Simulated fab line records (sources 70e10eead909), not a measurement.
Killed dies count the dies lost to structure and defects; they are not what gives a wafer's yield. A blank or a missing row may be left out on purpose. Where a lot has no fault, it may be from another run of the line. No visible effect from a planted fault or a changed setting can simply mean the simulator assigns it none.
A lot that was struck, set against a sound lot    flow nand-harc    15 steps out of a route of 1302
Sound: wafers L326.3, L326.4, L326.6. Wafers L345.3, L345.5, L345.6 were the ones struck. The cause is given at the end.
At each step with rows: each side's tool, then ch and its chambers, then its first start. Under that, the readings that differ: sound wafers    struck wafers    difference of the means    sigmas: that difference in standard deviations of wafers without a fault.
alike: same words and numbers on both sides, and readings whose means sit less than 2 such deviations apart. not compared: any withheld reading, any reading some wafer has no value for, any bound like >300 that may hide the same value, and any number with overlapping values for which the record gives no deviation.
A row with sigmas, a row that says differs or no value, or rows on one side alone: a step with any of these is where the two part. When numbers do not overlap yet have no deviation, they are printed without sigmas and do not part them. Lack of a reading on every wafer of one side parts them only where that side has two or more wafers.

NHARC_A_ONON_D1_INSPECT_32:
  sound on defect-inspect-01 at day 8 09:07; struck on defect-inspect-01 at day 15 23:53
  alike: raw-defect-count
NHARC_A_CHANNEL_HOLE_D1_DEP_00: deposits aC, target thk 3100 nm.
  sound on acl-dep-02 ch 0, day 8 10:49; struck on acl-dep-03 ch 0, day 16 00:35
  alike: throttle-valve-pct
NHARC_A_CHANNEL_HOLE_D1_DEP_01: deposits SiON, target thk 140 nm.
  sound on pecvd-04 ch 0,1, day 8 12:05; struck on pecvd-04 ch 1,2, day 16 01:58
  alike: heater-power-w
then, 9 steps without rows for these wafers: NHARC_A_CHANNEL_HOLE_D1_DEHYDRATE_02 (time 120 s); NHARC_A_CHANNEL_HOLE_D1_HMDS_03 (time 30 s); NHARC_A_CHANNEL_HOLE_D1_COAT_36 (time 75 s); NHARC_A_CHANNEL_HOLE_D1_COAT_37 (time 65 s); NHARC_A_CHANNEL_HOLE_D1_COAT_04 (resist thk 90 nm); NHARC_A_CHANNEL_HOLE_D1_SOFTBAKE_05 (time 55 s); NHARC_A_CHANNEL_HOLE_D1_EBR_06; NHARC_A_CHANNEL_HOLE_D1_EXPOSE_07 (exposes mask HOLE D1, target cd 100 nm); NHARC_A_CHANNEL_HOLE_D1_PEB_08 (peb time 65 s).
NHARC_A_CHANNEL_HOLE_D1_DEVELOP_09: develop time 35 s.
  sound on litho-track-01 ch 0, day 8 12:00; struck on litho-track-06 ch 0, day 16 02:00
reading               sound              struck             difference  sigmas
developer-temp-C (C)  22.84 22.88 22.98  22.16 22.11 22.20  -0.74       -8
NHARC_A_CHANNEL_HOLE_D1_CD_MEAS_10 targets a cd of 100 nm.
  sound on cd-sem-01 ch 0, day 8 12:49; struck on cd-sem-02 ch 0, day 16 02:42
  alike: cd-nm
-- jump in the record: it breaks off in module A_CHANNEL_HOLE_D1 and resumes in module END (first step shown: number 1302 of the route), and 16 days separate the struck wafers' starts before and after --
NHARC_END_SORT_01:
  at this point the record logs the struck wafers (prober-02 ch 0, day 31 20:16) and has no rows for the sound ones

== WHERE THEY PART ==
Earliest at NHARC_A_CHANNEL_HOLE_D1_DEVELOP_09; latest, in this record, at NHARC_END_SORT_01.

WHY: what the simulator had put in
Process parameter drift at NHARC_A_CHANNEL_HOLE_D1_DEVELOP_09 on litho-track-06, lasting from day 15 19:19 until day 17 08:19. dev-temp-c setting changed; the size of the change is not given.
